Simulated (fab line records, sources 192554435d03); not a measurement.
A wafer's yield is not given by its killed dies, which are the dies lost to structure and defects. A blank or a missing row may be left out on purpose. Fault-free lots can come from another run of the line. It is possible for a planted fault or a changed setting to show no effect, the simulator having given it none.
Chamber matching -- flow n5 finfet -- 4 sister chambers for N5_FIN_SAQP_ETCH_67 on rie diel-03
The step etches SiNx in CH3F/O2, target depth 30 nm. 4 wafers are shown with their chamber, then 12 later ones without.

WAFERS, EACH WITH ITS CHAMBER
wafer,chamber,drypump motor current A (A)
L088.2,3,5.8
L090.2,0,6.3
L092.1,2,5.8
L092.5,1,4.8

WAFERS WITH NO CHAMBER GIVEN
wafer,drypump motor current A (A)
L093.4,6.3
L093.5,5.7
L093.6,5.8
L095.1,5.8
L095.4,4.8
L095.5,5.8
L096.1,6.3
L096.2,4.8
L096.6,5.8
L097.1,6.2
L097.3,5.7
L097.5,4.9

WHICH CHAMBER EACH ONE RAN IN
wafer,from the rows above,in truth
L093.4,0,0
L093.5,can't be placed: 2 or 3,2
L093.6,can't be placed: 2 or 3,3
L095.1,can't be placed: 2 or 3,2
L095.4,1,1
L095.5,can't be placed: 2 or 3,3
L096.1,0,0
L096.2,1,1
L096.6,can't be placed: 2 or 3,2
L097.1,0,0
L097.3,can't be placed: 2 or 3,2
L097.5,1,1
Correct placement for 6 of the 12. Can't be placed from these rows: 6 (the true chamber is among the candidates in 6). Wrongly placed: 0.
How it was worked out, from the rows above alone: a wafer's distance from a chamber is the root of the sum, over the readings, of the square of ((its reading less the chamber's mean) divided by the reading's scatter). The wafer belongs to the nearest chamber; if the next one is less than 2 further off, it can't be placed. Each chamber's mean is taken over the wafers shown for it. The scatter: with one shown wafer a chamber, the root of the mean of the squares of how far each hidden wafer lies from its nearest shown one.
